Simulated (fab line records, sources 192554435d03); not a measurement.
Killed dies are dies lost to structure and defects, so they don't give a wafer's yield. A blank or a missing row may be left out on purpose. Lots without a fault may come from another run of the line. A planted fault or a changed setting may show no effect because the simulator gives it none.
Chamber matching | flow n5_finfet | N5_BEOL_M8_CURE_74 on uv_cure-02: 3 sister chambers
The step cures SiCOH lowk, time 240 s. 6 wafers are shown with their chamber, then 8 later ones without.

WAFERS WITH THEIR CHAMBER
wafer  | chamber | wafer_temp_C_max | lamp_power_pct (%)
L077.4 | 0       | 387.4            | 52.28
L077.5 | 0       | 388.7            | 52.31
L088.5 | 1       | 387.2            | 52.34
L092.4 | 2       | 385.9            | 52.35
L092.6 | 2       | 386.3            | 52.32
L087.1 | 1       | 387.1            | 52.23

WAFERS WITHOUT THEIR CHAMBER
wafer  | wafer_temp_C_max | lamp_power_pct (%)
L087.2 | 387.0            | 52.41
L087.3 | 387.3            | 52.30
L086.3 | 386.8            | 52.27
L086.4 | 387.3            | 52.36
L086.5 | 388.2            | 52.18
L097.1 | 387.2            | 52.35
L097.3 | 387.8            | 52.37
L097.6 | 387.7            | 52.33

WHICH CHAMBER EACH WENT THROUGH
wafer  | from the rows above          | in truth
L087.2 | can't be placed: 2 or 1 or 0 | 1
L087.3 | can't be placed: 1 or 0 or 2 | 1
L086.3 | can't be placed: 1 or 2 or 0 | 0
L086.4 | can't be placed: 1 or 0 or 2 | 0
L086.5 | can't be placed: 0 or 1      | 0
L097.1 | can't be placed: 1 or 0 or 2 | 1
L097.3 | can't be placed: 0 or 1 or 2 | 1
L097.6 | can't be placed: 0 or 1 or 2 | 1
Placed correctly: 0 of 8. Can't be placed from these rows: 8 (the true chamber is among the candidates in 8). Placed wrongly: 0.
How it was worked out, from the rows above alone: a wafer's distance from a chamber is the root of the sum, over the readings, of the square of ((its reading less the chamber's mean) divided by the reading's scatter). The wafer belongs to the nearest chamber; if the next one is less than 2 further off, it can't be placed. A chamber's mean is the mean of its shown wafers. The scatter: the root of (the sum of the squares of (reading less its chamber's mean) over the shown wafers, divided by (wafers less chambers)).
